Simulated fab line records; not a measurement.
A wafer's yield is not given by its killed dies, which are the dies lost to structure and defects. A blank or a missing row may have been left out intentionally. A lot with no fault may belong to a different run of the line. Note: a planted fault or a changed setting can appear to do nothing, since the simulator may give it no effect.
The tool behind it: which one?	flow nandHarc	39 wafers from 13 lots sampled at 5 of the route's 1302 steps

## WHAT EACH GAUGE READ, for each wafer
NHARC_P_STI_OVL_MEAS_10. Usual: overlayXNm 0 nm, standard deviation 5; overlayYNm -1 nm, standard deviation 5.9.
lot	measured	on	overlayXNm (nm)	overlayYNm (nm)	flag
L963	day 2 20:28	overlay-01	-10 -10 -10	-4 -4 -4	
L964	day 3 07:56	overlay-02	2 2 1	2 2 2	
L966	day 4 02:09	overlay-02	1 1 0	-8 -8 -8	
L967	day 4 13:48	overlay-02	3 3 2	3 3 3	
L968	day 4 22:16	overlay-02	-8 -8 -8	-10 -9 -10	
L972	day 6 16:31	overlay-02	-2 -2 -2	2 1 2	
L974	day 7 15:17	overlay-01	4 4 3	-12 -12 -12	
L976	day 8 06:16	overlay-02	6 6 6	-3 -3 -2	
L978	day 9 00:10	overlay-01	4 4 4	7 7 6	
L981	day 10 09:20	overlay-02	4 5 5	-5 -6 -6	
L983	day 11 06:58	overlay-02	-2 -2 -2	-6 -5 -5	
L985	day 12 01:04	overlay-02	1 1 1	3 3 4	
L986	day 12 09:43	overlay-01	8 9 8	7 7 7	

NHARC_END_SORT_01. Usual: value, then standard deviation, for each; defectLimitedYield 91 % / 3.5; killedAtArray 59 / 24; killedAtOther 0.7 / 1.2; killedAtPeriphery 3.5 / 2.6; killedDies 63 / 24; killedOpen 3.2 / 2.1; killedShort 2.4 / 1.5.
lot	measured	on	defectLimitedYield (%)	killedAtArray	killedAtOther	killedAtPeriphery	killedDies	killedOpen	killedShort	flag
L972	day 28 20:40	prober-01	90 91 91	60 63 60	3 0 0	3 1 3	66 64 63	1 4 3	2 1 1	

## EACH LOT AND THE TOOL THAT RAN IT (in order: tool; ch and the chambers of the sampled wafers; start)
lot	NHARC_P_ZERO_WELL_DESCUM_26	NHARC_P_STI_DESCUM_14	NHARC_P_STI_ETCH_31
L963	rieDiel-05 ch 0,2, day 1 22:53	rieDiel-06 ch 0,3, day 2 20:39	rieDiel-06 ch 1,2, day 2 20:49
L964	rieDiel-05 ch 1,3, day 2 09:44	rieDiel-11 ch 1,2, day 3 08:07	rieDiel-11 ch 0,2, day 3 08:17
L966	rieDiel-13 ch 0,2, day 3 04:49	rieDiel-06 ch 1,2, day 4 02:19	rieDiel-06 ch 0,3, day 4 02:29
L967	rieDiel-01 ch 1,2,3, day 3 14:50	rieDiel-06 ch 0,1,3, day 4 13:59	rieDiel-06 ch 0,1,3, day 4 14:09
L968	rieDiel-05 ch 0,1, day 4 00:40	rieDiel-06 ch 0,1,2, day 4 22:28	rieDiel-06 ch 2,3, day 4 22:37
L972	rieDiel-01 ch 0,1,2, day 5 16:41	rieDiel-11 ch 1,2,3, day 6 16:41	rieDiel-11 ch 0,1,3, day 6 16:52
L974	rieDiel-05 ch 1,3, day 6 12:46	rieDiel-06 ch 0,3, day 7 15:28	rieDiel-06 ch 0,2,3, day 7 15:38
L976	rieDiel-05 ch 1,3, day 7 08:41	rieDiel-09 ch 1,3, day 8 06:26	rieDiel-09 ch 0,1, day 8 06:37
L978	rieDiel-05 ch 2,3, day 8 04:37	rieDiel-06 ch 0,1,3, day 9 00:21	rieDiel-06 ch 1,2,3, day 9 00:31
L981	rieDiel-01 ch 0,1,3, day 9 10:31	rieDiel-06 ch 0,1,2, day 10 09:31	rieDiel-06 ch 0,1,3, day 10 09:45
L983	rieDiel-01 ch 0,1,2, day 10 09:11	rieDiel-06 ch 2,3, day 11 07:08	rieDiel-06 ch 0,1,3, day 11 07:19
L985	rieDiel-05 ch 1,2,3, day 11 02:43	rieDiel-11 ch 1,2,3, day 12 01:14	rieDiel-11 ch 0,2,3, day 12 01:25
L986	rieDiel-05 ch 0,1,3, day 11 12:41	rieDiel-09 ch 1,2,3, day 12 09:53	rieDiel-09 ch 1,2,3, day 12 10:05
- NHARC_P_ZERO_WELL_DESCUM_26: chemistry O2, time 3 s.
- NHARC_P_STI_DESCUM_14: chemistry O2, time 3 s.
- NHARC_P_STI_ETCH_31: etches the open film in CF4/CHF3, target depth 108.9 nm, time 54.5 s.

## AS READ BY THE TOOLS THEMSELVES (means over the sampled wafers that have a number; for cases with no such wafer, the mark the record gives instead)
NHARC_P_ZERO_WELL_DESCUM_26. Usual: drypumpMotorCurrentA 5.6 A, standard deviation 0.45; oesProductAu 1.004 a.u., standard deviation 0.011; rfVppV 57.9 V, standard deviation 0.88; showerheadPlenumPTorr 1.91 Torr, standard deviation 0.099; throttleValvePct 11.312 %, standard deviation 0.0093.
lot	tool	drypumpMotorCurrentA (A)	oesProductAu (a.u.)	rfVppV (V)	showerheadPlenumPTorr (Torr)	throttleValvePct (%)	flag
L963	rieDiel-05	6.2	1.001	56.4	1.80	11.309	
L964	rieDiel-05	5.3	1.011	56.8	1.90	11.305	
L966	rieDiel-13	5.5	0.990	58.1	1.89	11.311	
L967	rieDiel-01	5.7	1.008	58.2	2.02	11.313	
L968	rieDiel-05	5.4	1.000	57.7	1.82	11.317	
L972	rieDiel-01	5.9	1.010	58.2	2.03	11.314	
L974	rieDiel-05	5.2	1.006	57.9	1.95	11.316	
L976	rieDiel-05	5.2	1.018	58.2	1.95	11.310	
L978	rieDiel-05	6.1	1.007	58.3	1.87	11.312	
L981	rieDiel-01	5.6	1.000	58.6	1.97	11.315	
L983	rieDiel-01	5.8	0.999	58.7	2.02	11.318	
L985	rieDiel-05	5.7	0.992	57.5	1.87	11.303	
L986	rieDiel-05	5.4	1.000	57.4	1.97	11.318	

NHARC_P_STI_DESCUM_14. Usual: drypumpMotorCurrentA 5.5 A, standard deviation 0.51; oesProductAu 1.000 a.u., standard deviation 0.0099; rfVppV 57.7 V, standard deviation 0.86; showerheadPlenumPTorr 1.89 Torr, standard deviation 0.09; throttleValvePct 11.312 %, standard deviation 0.0097.
lot	tool	drypumpMotorCurrentA (A)	oesProductAu (a.u.)	rfVppV (V)	showerheadPlenumPTorr (Torr)	throttleValvePct (%)	flag
L963	rieDiel-06	5.3	1.010	57.9	1.83	11.315	
L964	rieDiel-11	5.6	1.007	58.2	1.86	11.320	
L966	rieDiel-06	5.5	0.997	58.1	1.83	11.302	
L967	rieDiel-06	5.4	1.009	56.8	1.80	11.316	
L968	rieDiel-06	5.4	1.010	57.9	1.85	11.313	
L972	rieDiel-11	5.9	0.990	58.0	1.88	11.301	
L974	rieDiel-06	5.3	0.996	57.8	1.83	11.311	
L976	rieDiel-09	5.5	0.992	57.1	1.85	11.315	
L978	rieDiel-06	5.4	1.000	57.6	1.80	11.303	
L981	rieDiel-06	5.4	1.005	57.9	1.85	11.307	
L983	rieDiel-06	5.5	1.002	57.4	1.82	11.308	
L985	rieDiel-11	5.9	0.999	58.0	1.87	11.303	
L986	rieDiel-09	5.3	0.994	57.7	1.91	11.322	

NHARC_P_STI_ETCH_31. Usual: biasW 199.9 W, standard deviation 0.56; cf4FlowSccm 100.0 sccm, standard deviation 0.31; chf3FlowSccm 30.00 sccm, standard deviation 0.086; drypumpMotorCurrentA 5.6 A, standard deviation 0.51; oesProductAu 0.959 a.u., standard deviation 0.019; rfVppV 370.1 V, standard deviation 2.5; showerheadPlenumPTorr 1.56 Torr, standard deviation 0.07; throttleValvePct 16.803 %, standard deviation 0.0094.
lot	tool	biasW (W)	cf4FlowSccm (sccm)	chf3FlowSccm (sccm)	drypumpMotorCurrentA (A)	oesProductAu (a.u.)	rfVppV (V)	showerheadPlenumPTorr (Torr)	throttleValvePct (%)	flag
L963	rieDiel-06	199.7	100.2	29.97	5.5	0.976	368.5	1.51	16.794	
L964	rieDiel-11	199.6	100.0	29.93	6.2	0.979	372.8	1.64	16.813	
L966	rieDiel-06	-	-	-	-	-	-	-	-	OFF
L967	rieDiel-06	-	-	-	-	-	-	-	-	OFF
L968	rieDiel-06	-	-	-	-	-	-	-	-	OFF
L972	rieDiel-11	199.4	100.2	30.03	6.3	0.930	371.4	1.59	16.797	
L974	rieDiel-06	199.9	99.9	29.95	5.4	0.969	369.3	1.52	16.802	
L976	rieDiel-09	199.9	100.0	29.91	5.1	0.973	372.1	1.60	16.798	
L978	rieDiel-06	199.6	100.0	30.05	5.5	0.969	368.3	1.51	16.797	
L981	rieDiel-06	199.7	99.9	30.09	5.3	0.961	367.3	1.49	16.804	
L983	rieDiel-06	199.7	100.0	30.04	5.4	0.960	366.7	1.49	16.805	
L985	rieDiel-11	199.7	99.9	29.92	6.2	0.974	370.4	1.60	16.802	
L986	rieDiel-09	200.3	100.2	30.07	5.2	0.962	370.6	1.57	16.800	

## THE ANSWER, worked out from the rows above alone
Rule: take the mean of a lot's wafers that have a number; if it is more than 3 standard deviations from the usual mean, the lot is off. A lot without any number at a reading at which 4 lots or more have one is off too. Any other lot the step has rows for is counted as sound. Order of review: gauges by route order, followed by the tools' own readings, for which a lot's mean as printed above is used. At the first step where some lot is off, the reading lying furthest off is the one used; lots without a number count as furthest.
Off: L966, L967, L968 (NHARC_P_STI_ETCH_31, biasW). Without a number there: L966, L967, L968.
A tool fits if, at that step or a process step before it, it ran every lot that is off, and no sound lot after the first of them. No candidate that was tried fits.

## WHAT THE SIMULATOR PUT IN
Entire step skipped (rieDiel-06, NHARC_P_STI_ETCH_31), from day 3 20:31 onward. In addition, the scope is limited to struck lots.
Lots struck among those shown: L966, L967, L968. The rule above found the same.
